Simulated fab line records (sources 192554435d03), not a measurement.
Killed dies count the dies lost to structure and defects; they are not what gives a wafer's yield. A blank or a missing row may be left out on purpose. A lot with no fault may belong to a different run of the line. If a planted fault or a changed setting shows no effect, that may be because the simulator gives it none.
Chamber matching + flow n5 finfet + ald sin-03 running N5_GATE_CUT_SAC_CAP_01: 4 sister chambers
The step material SiNx, target thk 24 nm, pulse time 1 s, ald cycles 480. 4 wafers are shown with their chamber, then 10 later ones without.

== WAFERS WITH THEIR CHAMBER ==
| wafer  | chamber | heater power w (W) |
|--------|---------|--------------------|
| L081.3 | 0       | 918                |
| L081.5 | 1       | 699                |
| L083.1 | 2       | 814                |
| L083.2 | 3       | 820                |

== WAFERS WHOSE CHAMBER IS MISSING ==
| wafer  | heater power w (W) |
|--------|--------------------|
| L083.5 | 708                |
| L091.1 | 699                |
| L091.2 | 906                |
| L091.3 | 790                |
| L091.4 | 843                |
| L091.5 | 701                |
| L091.6 | 949                |
| L094.1 | 824                |
| L094.2 | 707                |
| L094.6 | 694                |

== EACH ONE'S CHAMBER ==
| wafer  | from the rows above     | in truth |
|--------|-------------------------|----------|
| L083.5 | 1                       | 1        |
| L091.1 | 1                       | 1        |
| L091.2 | 0                       | 0        |
| L091.3 | can't be placed: 2 or 3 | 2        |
| L091.4 | can't be placed: 3 or 2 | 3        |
| L091.5 | 1                       | 1        |
| L091.6 | 0                       | 0        |
| L094.1 | can't be placed: 3 or 2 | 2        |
| L094.2 | 1                       | 1        |
| L094.6 | 1                       | 1        |
7 of 10 placed correctly. These rows do not allow placing 3 (true chamber among the candidates in 3). 0 placed wrongly.
How it was worked out, from the rows above alone: a wafer's distance from a chamber is the root of the sum, over the readings, of the square of ((its reading less the chamber's mean) divided by the reading's scatter). If the next closest chamber is less than 2 further off than the closest, the wafer can't be placed; otherwise it belongs to the closest. A chamber's mean is the mean of its shown wafers. The scatter: root of mean squared gap, hidden wafer to nearest shown wafer, with one shown wafer a chamber.
